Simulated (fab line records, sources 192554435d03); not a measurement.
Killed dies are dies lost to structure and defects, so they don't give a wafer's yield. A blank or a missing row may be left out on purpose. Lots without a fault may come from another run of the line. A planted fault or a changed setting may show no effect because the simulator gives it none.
fab line records | flow n5_finfet | part 1 of 2: steps 1 to 18 of 29
record lots=5 wafers=15 last_day=18
route steps=1938 shown FIN_SAQP@137 FIN_CUT@154
lots that met no fault: from a run of the same line without faults
start_h: hours from the record's first day to the start of the lot's first wafer shown | wait_h: hours since the lot's step before | " the same as in the row above | L1.1+2: a row that stands for several wafers | - no value, or no start given | * or withheld: withheld | < > ~ a bound
route shown NAME@n: a module of which the file shows steps, and the number in the route of the first | usual: mean/standard deviation of fault-free wafers | same: alike in all rows | chamber/n: place in a boat | sites: the reading at each site | _std_site: their standard deviation | _edge_site: outer sites' mean less inner sites' | radius_mm: how far each site lies from the wafer's centre | mask NAME#n: copy n | behind: the tool/chamber that last shaped the wafer | hold: why the lot was held/for how many hours/how that ended | device: the transistor (n, p or np) that didn't switch | end of line: the same wafers' tests at the end of the route | a step without rows: its recipe alone | killed: dies lost to structure and defects at the first sort, not the wafer's yield | map: a wafer's dies, x killed, . not, _ none there
set.NAME: the setting as run; set.NAME@STEP: as run at that earlier step | model.NAME: the simulator's own value behind a step, which no gauge read
lots at some steps of the route; a table a step, a row a wafer
services: from which hour (start_h, from the record's first day; less than 0 if before it) a tool's chamber was out of use, for how many hours, and why
## steps
# step N5_FIN_SAQP_RECESS_71
# recipe chemistry=HF/NH3 target=SiO2 target_depth_a=30 afs_cycles=1 temp_c=30 sublimation_temp_c=180 sublimation_time_s=60
# usual drypump_motor_current_A=5.3/0.42
# columns lot.wafer tool chamber start_h wait_h drypump_motor_current_A
L074.4 vapor_etch-02 0 24.81 0.1 4.8
L074.5 " 0 " " 4.7
L074.6 " 1 " " 5.1
L085.1 vapor_etch-02 0 92.28 0.0 4.7
L085.3 " 0 " " 4.7
L085.6 " 0 " " 4.7
L091.1 vapor_etch-01 0 127.03 0.0 5.9
L091.5 " 1 " " 5.4
L091.6 " 0 " " 5.9
L092.3 vapor_etch-02 0 133.94 0.1 4.7
L092.4 " 1 " " 5.1
L092.5 " 1 " " 5.1
L093.1 vapor_etch-01 1 140.95 0.0 5.5
L093.2 " 0 " " 5.9
L093.4 " 1 " " 5.5
# step N5_FIN_SAQP_SPACER2_ALD_28
# recipe material=SiO2 target_thk_a=81 temp_c=300 ald_precursor_family=BDEAS ald_co_reactant=O2-plasma pulse_time_s=1 purge_time_s=2 co_reactant_purge_time_s=2 pressure_torr=2
# usual heater_power_w=486/39 precursor_pulse_height_rel=1.001/0.019
# columns lot.wafer tool chamber start_h wait_h heater_power_w precursor_pulse_height_rel
L074.4 ald_sin-02 1 25.04 0.2 505 1.017
L074.5 " 3 " " 485 0.993
L074.6 " 2 " " 488 1.011
L085.1 ald_sin-02 3 92.42 0.1 475 0.952
L085.3 " 0 " " 456 0.990
L085.6 " 3 " " 514 0.990
L091.1 ald_sin-04 0 127.17 0.1 540 1.004
L091.5 " 3 " " 392 0.988
L091.6 " 2 " " 528 1.030
L092.3 ald_sin-02 1 134.04 0.1 512 1.017
L092.4 " 2 " " 495 0.978
L092.5 " 1 " " 510 1.020
L093.1 ald_sin-04 0 141.10 0.1 550 0.998
L093.2 " 3 " " 404 1.024
L093.4 " 1 " " 529 1.009
# step N5_FIN_SAQP_SPACER2_ETCHBACK_29
# recipe chemistry=CHF3/O2 mode=anisotropic_etchback target=SiO2 target_depth_a=122 time_s=6.1 pressure_mtorr=30 source_w=650 bias_w=170 Ar_flow_sccm=200 CHF3_flow_sccm=50 O2_flow_sccm=5 ion_energy_ev=200
# usual bias_w=170.1/0.5 drypump_motor_current_A=5.8/0.4 oes_product_au=0.75/0.084 rf_vpp_V=522/11 showerhead_plenum_p_Torr=2.41/0.085 throttle_valve_pct=18.96/0.26
# columns lot.wafer tool chamber start_h wait_h bias_w drypump_motor_current_A oes_product_au rf_hours_counter_h rf_vpp_V showerhead_plenum_p_Torr throttle_valve_pct
L074.4 rie_diel-03 0 25.54 0.4 169.6 6.2 0.75 136 530 2.51 19.04
L074.5 " 0 " " 169.7 6.2 0.75 - 531 2.51 19.02
L074.6 " 3 " " 169.9 5.2 0.73 - 525 2.30 19.15
L085.1 rie_diel-01 3 92.75 0.2 170.4 5.7 0.70 233 508 2.29 19.54
L085.3 " 1 " " 169.8 6.1 0.98 4 538 2.47 18.59
L085.6 " 0 " " 170.2 5.1 0.82 - 531 2.53 18.76
L091.1 rie_diel-05 1 127.56 0.2 170.2 5.5 0.68 218 514 2.38 19.05
L091.5 " 2 " " 169.7 6.1 0.75 - 536 2.50 19.07
L091.6 " 3 " " 169.9 6.1 0.73 - 505 2.28 18.80
L092.3 rie_diel-01 1 134.37 0.2 169.5 6.1 0.94 20 538 2.46 18.64
L092.4 " 2 " " 169.4 5.5 0.91 24 538 2.45 18.64
L092.5 " 0 " " 170.2 5.2 0.81 - 532 2.52 18.77
L093.1 rie_diel-03 0 141.42 0.2 169.9 6.2 0.71 186 531 2.49 19.09
L093.2 " 2 " " 170.7 5.2 0.69 233 522 2.40 19.29
L093.4 " 1 " " 171.0 6.1 0.68 - 520 2.37 18.74
# step N5_FIN_SAQP_MANDREL2_REMOVE_60
# recipe chemistry=HBr/Cl2/O2 bt_time_s=10 target=a-Si stop_on=SiNx endpoint=OES-SiCl over_etch_frac=1 icp_w=600 bias_w=22 HBr_flow_sccm=150 Cl2_flow_sccm=80 O2_flow_sccm=5 pressure_mtorr=10
# usual bias_w=22.01/0.068 drypump_motor_current_A=5.5/0.62 he_backside_leak_sccm=2.8/0.33 oes_product_au=1.004/0.021 throttle_valve_pct=36.5/0.33
# columns lot.wafer tool chamber start_h wait_h bias_w drypump_motor_current_A he_backside_leak_sccm oes_product_au rf_hours_counter_h throttle_valve_pct
L074.4 rie_si-01 2 25.63 0.1 21.96 5.2 3.0 0.998 126 36.5
L074.5 " 3 " " 22.01 5.6 2.9 1.001 - 37.0
L074.6 " 0 " " 22.04 5.0 2.5 1.015 - 36.4
L085.1 rie_si-01 0 92.83 0.1 22.02 5.0 2.5 1.009 5 36.4
L085.3 " 1 " " 21.96 5.0 2.7 1.023 51 36.1
L085.6 " 2 " " 21.98 5.2 3.1 0.991 - 36.5
L091.1 rie_si-01 0 127.64 0.1 21.89 5.0 2.7 1.003 6 36.4
L091.5 " 3 " " 21.84 5.7 2.7 1.012 - 37.0
L091.6 " 0 " " 21.94 5.0 2.6 1.002 - 36.4
L092.3 rie_si-06 1 134.46 0.1 22.04 5.2 2.6 0.996 68 35.9
L092.4 " 1 " " 22.06 5.2 2.6 0.983 - 35.9
L092.5 " 2 " " 22.11 5.2 2.6 1.028 - 36.3
L093.1 rie_si-05 0 141.51 0.1 21.97 5.4 2.9 1.017 5 36.8
L093.2 " 2 " " 22.15 6.7 2.8 1.028 125 36.7
L093.4 " 3 " " 21.98 5.0 2.5 0.980 152 36.5
# step N5_FIN_SAQP_CD_MEAS_31
# recipe target_cd_nm=8 landing_energy_ev=1000 detector=se_inlens polarity=line
# usual cd_nm=8.09/0.2
# columns lot.wafer tool chamber start_h wait_h cd_nm
L074.4 cd_sem-03 0 25.75 0.1 7.94
L074.5 " 0 " " 8.11
L074.6 " 0 " " 8.63
L085.1 cd_sem-02 0 92.94 0.1 7.93
L085.3 " 0 " " 8.05
L085.6 " 0 " " 8.21
L091.1 cd_sem-03 0 127.75 0.1 7.75
L091.5 " 0 " " 7.82
L091.6 " 0 " " 8.16
L092.3 cd_sem-03 0 134.57 0.1 8.13
L092.4 " 0 " " 8.19
L092.5 " 0 " " 8.10
L093.1 cd_sem-02 0 141.62 0.1 7.88
L093.2 " 0 " " 8.22
L093.4 " 0 " " 7.86
# step N5_FIN_SAQP_HM_OPEN_33
# recipe chemistry=CH3F/O2 target=SiNx mask_material=SiO2 target_depth_a=494 time_s=70.6 pressure_mtorr=30 source_w=395 bias_w=73 Ar_flow_sccm=150 CH3F_flow_sccm=30 O2_flow_sccm=20 ion_energy_ev=120 ends=cleared
# usual bias_w=73.02/0.23 drypump_motor_current_A=5.8/0.4 etch_rf_on_time_s=69.4/1.5 oes_product_au=0.63/0.065 rf_vpp_V=296/6.3 showerhead_plenum_p_Torr=1.99/0.074 throttle_valve_pct=16.45/0.25
# columns lot.wafer tool chamber start_h wait_h bias_w drypump_motor_current_A etch_rf_on_time_s oes_product_au rf_hours_counter_h rf_vpp_V showerhead_plenum_p_Torr throttle_valve_pct
L074.4 rie_diel-05 1 25.79 0.0 73.06 5.5 71.7 0.60 182 291 1.98 16.45
L074.5 " 0 " " 73.34 6.1 69.9 0.62 - 287 1.91 16.25
L074.6 " 1 " " 73.10 5.5 71.7 0.60 - 291 1.98 16.43
L085.1 rie_diel-01 3 92.99 0.0 73.14 5.7 68.9 0.60 233 288 1.90 16.97
L085.3 " 0 " " 72.56 5.2 67.3 0.71 65 303 2.10 16.20
L085.6 " 1 " " 72.52 6.1 65.8 0.84 - 305 2.06 16.04
L091.1 rie_diel-05 0 127.91 0.1 72.82 6.1 67.9 0.60 227 287 1.90 16.32
L091.5 " 1 " " 72.90 5.5 71.5 0.57 - 290 1.97 16.49
L091.6 " 0 " " 72.87 6.1 69.2 0.60 - 288 1.90 16.33
L092.3 rie_diel-03 1 134.62 0.0 72.78 6.1 69.2 0.59 262 295 1.97 16.23
L092.4 " 0 " " 72.75 6.2 70.0 0.60 - 300 2.07 16.55
L092.5 " 2 " " 73.26 5.2 69.3 0.59 - 295 1.99 16.70
L093.1 rie_diel-05 2 141.67 0.0 72.79 6.2 68.0 0.64 166 304 2.08 16.57
L093.2 " 1 " " 73.34 5.5 69.4 0.58 222 290 1.97 16.52
L093.4 " 0 " " 73.09 6.1 67.7 0.61 231 289 1.90 16.32
# step N5_FIN_SAQP_ETCH_34
# recipe chemistry=C4F6/O2 target=SiO2 target_depth_a=450 time_s=15 ion_energy_ev=250 pressure_mtorr=30 source_w=345 bias_w=185 Ar_flow_sccm=300 C4F6_flow_sccm=10 O2_flow_sccm=10 ends=cleared
# usual bias_w=185.0/0.58 drypump_motor_current_A=5.8/0.4 etch_rf_on_time_s=15.16/0.23 oes_product_au=0.63/0.065 rf_vpp_V=662/14 showerhead_plenum_p_Torr=2.84/0.1 throttle_valve_pct=21.16/0.27
# columns lot.wafer tool chamber start_h wait_h bias_w drypump_motor_current_A etch_rf_on_time_s oes_product_au rf_hours_counter_h rf_vpp_V showerhead_plenum_p_Torr throttle_valve_pct
L074.4 rie_diel-05 1 25.86 0.0 185.5 5.5 15.56 0.60 182 651 2.82 21.12
L074.5 " 0 " " 185.8 6.1 15.04 0.62 - 643 2.72 20.94
L074.6 " 1 " " 185.0 5.5 15.44 0.61 - 652 2.82 21.11
L085.1 rie_diel-01 3 93.06 0.0 185.7 5.7 15.20 0.60 233 646 2.71 21.72
L085.3 " 0 " " 185.4 5.2 14.92 0.71 65 676 2.99 20.94
L085.6 " 1 " " 185.3 6.1 14.31 0.85 - 684 2.92 20.83
L091.1 rie_diel-05 0 127.98 0.0 185.3 6.1 14.97 0.60 227 644 2.70 20.98
L091.5 " 1 " " 184.7 5.5 15.63 0.58 - 651 2.80 21.16
L091.6 " 0 " " 184.4 6.1 15.10 0.60 - 643 2.70 20.99
L092.3 rie_diel-03 1 134.69 0.0 184.4 6.1 15.40 0.57 262 660 2.81 20.88
L092.4 " 0 " " 185.5 6.2 15.26 0.60 - 673 2.94 21.26
L092.5 " 2 " " 185.4 5.2 15.20 0.59 - 663 2.84 21.45
L093.1 rie_diel-05 2 141.74 0.0 185.6 6.1 15.03 0.63 166 681 2.95 21.26
L093.2 " 1 " " 185.2 5.5 15.52 0.58 222 653 2.80 21.16
L093.4 " 0 " " 185.4 6.1 15.00 0.60 231 643 2.70 21.00
# step N5_FIN_SAQP_STRIP_77
# recipe chemistry=N2/H2 time_s=90 power_w=100 temp_c=40 pressure_mtorr=100 rf_frequency_hz=6e+07 bias_power_w=3 n2_flow_sccm=300 h2_flow_sccm=300
# usual bias_power_w=3.001/0.009 drypump_motor_current_A=5.8/0.4 oes_product_au=0.74/0.076 rf_vpp_V=45.3/0.81 showerhead_plenum_p_Torr=3.36/0.12 throttle_valve_pct=12.32/0.24
# columns lot.wafer tool chamber start_h wait_h bias_power_w drypump_motor_current_A oes_product_au rf_hours_counter_h rf_vpp_V showerhead_plenum_p_Torr throttle_valve_pct
L074.4 rie_diel-05 1 25.88 0.0 2.995 5.5 0.71 182 44.9 3.34 12.27
L074.5 " 0 " " 2.998 6.1 0.72 - 44.9 3.22 12.20
L074.6 " 1 " " 2.995 5.5 0.71 - 45.0 3.34 12.26
L085.1 rie_diel-01 3 93.08 0.0 3.009 5.7 0.71 233 44.0 3.21 12.84
L085.3 " 0 " " 2.990 5.2 0.83 65 46.3 3.55 11.98
L085.6 " 1 " " 3.001 6.1 0.98 - 45.5 3.46 11.85
L091.1 rie_diel-05 0 128.00 0.0 2.994 6.1 0.69 227 44.2 3.20 12.29
L091.5 " 1 " " 2.990 5.5 0.68 - 44.9 3.32 12.36
L091.6 " 0 " " 2.990 6.1 0.69 - 44.5 3.20 12.28
L092.3 rie_diel-03 1 134.71 0.0 3.007 6.1 0.68 262 45.7 3.34 12.29
L092.4 " 0 " " 2.991 6.2 0.72 - 44.2 3.49 12.40
L092.5 " 2 " " 3.015 5.2 0.71 - 45.8 3.32 12.45
L093.1 rie_diel-05 2 141.76 0.0 2.995 6.2 0.75 166 44.6 3.50 12.35
L093.2 " 1 " " 2.991 5.5 0.68 222 45.2 3.31 12.38
L093.4 " 0 " " 2.995 6.1 0.70 231 45.4 3.20 12.31
# step N5_FIN_SAQP_HM_CD_35
# recipe target_cd_nm=8 polarity=line
# usual cd_nm=8.14/0.26
# columns lot.wafer tool chamber start_h wait_h cd_nm
L074.4 cd_sem-03 - 26.01 0.1 7.88
L074.5 " - " " 8.09
L074.6 " - " " 8.52
L085.1 cd_sem-02 - 93.21 0.1 8.20
L085.3 " - " " 8.11
L085.6 " - " " 8.33
L091.1 cd_sem-02 - 128.12 0.1 7.98
L091.5 " - " " 7.59
L091.6 " - " " 8.06
L092.3 cd_sem-03 - 134.84 0.1 8.28
L092.4 " - " " 8.02
L092.5 " - " " 8.35
L093.1 cd_sem-02 - 141.88 0.1 7.80
L093.2 " - " " 8.50
L093.4 " - " " 7.74
# step N5_FIN_SAQP_ETCH_64
# recipe chemistry=CF4 target=SiO2 target_depth_a=15 ion_energy_ev=350 pressure_mtorr=10 icp_w=800 bias_w=400 cf4_flow_sccm=80
# usual bias_w=400.2/1.3 drypump_motor_current_A=5.5/0.62 he_backside_leak_sccm=2.7/0.38 oes_product_au=1.005/0.028 throttle_valve_pct=21.71/0.2
# columns lot.wafer tool chamber start_h wait_h bias_w drypump_motor_current_A he_backside_leak_sccm oes_product_au rf_hours_counter_h throttle_valve_pct
L074.4 rie_si-06 1 26.05 0.0 401.7 5.2 2.6 0.974 65 21.42
L074.5 " 0 " " 397.0 5.3 3.2 0.969 - 21.78
L074.6 " 3 " " 400.0 6.7 2.4 1.021 - 21.90
L085.1 rie_si-05 3 93.26 0.0 400.9 4.9 2.5 0.989 151 21.55
L085.3 " 2 " " 401.3 6.7 2.5 1.049 124 21.69
L085.6 " 1 " " 401.4 5.9 2.7 0.957 - 21.41
L091.1 rie_si-06 1 128.17 0.0 398.4 5.2 2.8 0.993 67 21.44
L091.5 " 3 " " 402.1 6.7 2.4 1.017 - 21.92
L091.6 " 2 " " 401.0 5.1 2.4 1.047 - 21.90
L092.3 rie_si-01 3 134.88 0.0 400.9 5.6 2.8 0.991 63 21.64
L092.4 " 1 " " 399.1 4.9 2.7 1.015 52 21.36
L092.5 " 2 " " 400.2 5.2 2.9 0.996 - 21.63
L093.1 rie_si-06 1 141.93 0.0 402.3 5.1 2.7 0.987 68 21.43
L093.2 " 3 " " 402.9 6.7 2.3 1.024 8 21.92
L093.4 " 0 " " 401.9 5.3 3.6 0.975 68 21.77
# step N5_FIN_SAQP_FIN_ETCH_36
# recipe chemistry=HBr/Cl2/O2 target_depth_a=1200 mask_material=SiNx time_s=50.4 bias_w=102 pressure_mtorr=10 icp_w=800 HBr_flow_sccm=150 Cl2_flow_sccm=80 O2_flow_sccm=12
# usual bias_w=102.0/0.3 drypump_motor_current_A=5.5/0.62 he_backside_leak_sccm=2.8/0.38 oes_product_au=1.005/0.027 throttle_valve_pct=35.8/0.36
# columns lot.wafer tool chamber start_h wait_h bias_w drypump_motor_current_A he_backside_leak_sccm oes_product_au rf_hours_counter_h throttle_valve_pct
L074.4 rie_si-06 1 26.07 0.0 102.2 5.2 2.6 1.001 65 35.2
L074.5 " 0 " " 101.9 5.3 3.4 0.978 - 36.2
L074.6 " 3 " " 101.7 6.7 2.3 1.044 - 36.2
L085.1 rie_si-05 3 93.28 0.0 101.9 5.0 2.4 0.983 151 35.8
L085.3 " 2 " " 101.8 6.7 2.9 1.035 124 36.0
L085.6 " 1 " " 102.0 5.9 2.7 0.971 - 35.6
L091.1 rie_si-06 1 128.19 0.0 102.3 5.2 2.7 0.982 67 35.2
L091.5 " 3 " " 102.5 6.7 2.5 1.018 - 36.3
L091.6 " 2 " " 101.7 5.1 2.7 1.039 - 35.6
L092.3 rie_si-01 3 134.90 0.0 101.5 5.6 2.7 1.012 63 36.3
L092.4 " 1 " " 101.9 4.9 2.7 1.019 52 35.4
L092.5 " 2 " " 101.8 5.2 2.9 0.987 - 35.9
L093.1 rie_si-06 1 141.95 0.0 102.2 5.2 2.7 1.000 68 35.2
L093.2 " 3 " " 101.9 6.7 2.4 1.023 8 36.3
L093.4 " 0 " " 101.3 5.2 3.4 0.975 68 36.2
# step N5_FIN_SAQP_CD_MEAS_37
# recipe target_cd_nm=8 polarity=line
# usual cd_nm=8.16/0.29
# columns lot.wafer tool chamber start_h wait_h cd_nm
L074.4 cd_sem-02 - 26.20 0.1 7.87
L074.5 " - " " 7.97
L074.6 " - " " 8.23
L085.1 cd_sem-02 - 93.39 0.1 8.20
L085.3 " - " " 7.97
L085.6 " - " " 7.78
L091.1 cd_sem-02 - 128.31 0.1 7.76
L091.5 " - " " 8.12
L091.6 " - " " 8.02
L092.3 cd_sem-01 - 135.03 0.1 8.75
L092.4 " - " " 8.54
L092.5 " - " " 8.24
L093.1 cd_sem-02 - 142.07 0.1 8.30
L093.2 " - " " 8.72
L093.4 " - " " 7.62
# step N5_FIN_SAQP_PRECLEAN_38
# recipe chemistry=O3/DIW time_s=45 temp_c=22 o3_ppm=10
# columns lot.wafer tool chamber start_h wait_h
L074.4+5+6 wet_bench-06 1,4,6 26.23 0.0
L085.1+3+6 wet_bench-01 0,1,5 93.44 0.0
L091.1+5+6 wet_bench-01 3,1,4 128.35 0.0
L092.3+4+5 wet_bench-01 5,7,0 135.06 0.0
L093.1+2+4 wet_bench-01 4,0,3 142.11 0.0
# step N5_FIN_SAQP_PRECLEAN_45
# recipe chemistry=dHF time_s=10 dilution=500:1 temp_c=25
# columns lot.wafer tool chamber start_h wait_h
L074.4+5+6 wet_bench-06 1,4,6 26.25 0.0
L085.1+3+6 wet_bench-01 0,1,5 93.45 0.0
L091.1+5+6 wet_bench-01 3,1,4 128.37 0.0
L092.3+4+5 wet_bench-01 5,7,0 135.08 0.0
L093.1+2+4 wet_bench-01 4,0,3 142.13 0.0
# step N5_FIN_SAQP_SRD_39
# recipe dry=ipa_marangoni time_s=30 temp_c=23 rinse_liquid=diw
# columns lot.wafer tool chamber start_h wait_h
L074.4+5+6 wet_bench-06 1,4,6 26.25 0.0
L085.1+3+6 wet_bench-01 0,1,5 93.45 0.0
L091.1+5+6 wet_bench-01 3,1,4 128.37 0.0
L092.3+4+5 wet_bench-01 5,7,0 135.08 0.0
L093.1+2+4 wet_bench-01 4,0,3 142.13 0.0
# step N5_FIN_SAQP_OCD_MEAS_76
# usual trench_depth_nm=120.6/2.1
# columns lot.wafer tool chamber start_h wait_h trench_depth_nm
L074.4 ocd-02 - 26.30 0.0 121.4
L074.5 " - " " 118.8
L074.6 " - " " 123.7
L085.1 ocd-01 - 93.49 0.0 120.4
L085.3 " - " " 121.7
L085.6 " - " " 118.9
L091.1 ocd-01 - 128.41 0.0 119.4
L091.5 " - " " 121.4
L091.6 " - " " 124.4
L092.3 ocd-01 - 135.12 0.0 120.9
L092.4 " - " " 120.1
L092.5 " - " " 119.0
L093.1 ocd-01 - 142.17 0.0 121.1
L093.2 " - " " 121.8
L093.4 " - " " 117.8
# step N5_FIN_SAQP_INSPECT_40
# recipe inspect_instrument=brightfield mode=aei
# usual raw_defect_count=221/56
# columns lot.wafer tool chamber start_h wait_h raw_defect_count
L074.4 defect_inspect-01 - 26.32 0.0 217
L074.5 " - " " 178
L074.6 " - " " 223
L085.1 defect_inspect-02 - 93.52 0.0 203
L085.3 " - " " 248
L085.6 " - " " 181
L091.1 defect_inspect-01 - 128.44 0.0 307
L091.5 " - " " 239
L091.6 " - " " 233
L092.3 defect_inspect-01 - 135.15 0.0 164
L092.4 " - " " 154
L092.5 " - " " 157
L093.1 defect_inspect-01 - 142.20 0.0 175
L093.2 " - " " 207
L093.4 " - " " 233
# step N5_FIN_CUT_COAT_18
# recipe resist=SOC temp_c=250 time_s=60 spin_rpm=1500 resist_thk_nm=230
# usual resist_line_temp_C=22.98/0.13
# columns lot.wafer tool chamber start_h wait_h resist_line_temp_C
L074.4 litho_track-02 0 26.36 0.0 23.06
L074.5 " 0 " " 23.08
L074.6 " 0 " " 23.17
L085.1 litho_track-04 0 93.56 0.0 22.82
L085.3 " 0 " " 22.97
L085.6 " 0 " " 22.97
L091.1 litho_track-04 0 128.47 0.0 23.06
L091.5 " 0 " " 23.15
L091.6 " 0 " " 23.17
L092.3 litho_track-04 0 135.18 0.0 23.11
L092.4 " 0 " " 23.15
L092.5 " 0 " " 23.10
L093.1 litho_track-04 0 142.23 0.0 22.87
L093.2 " 0 " " 22.82
L093.4 " 0 " " 22.86
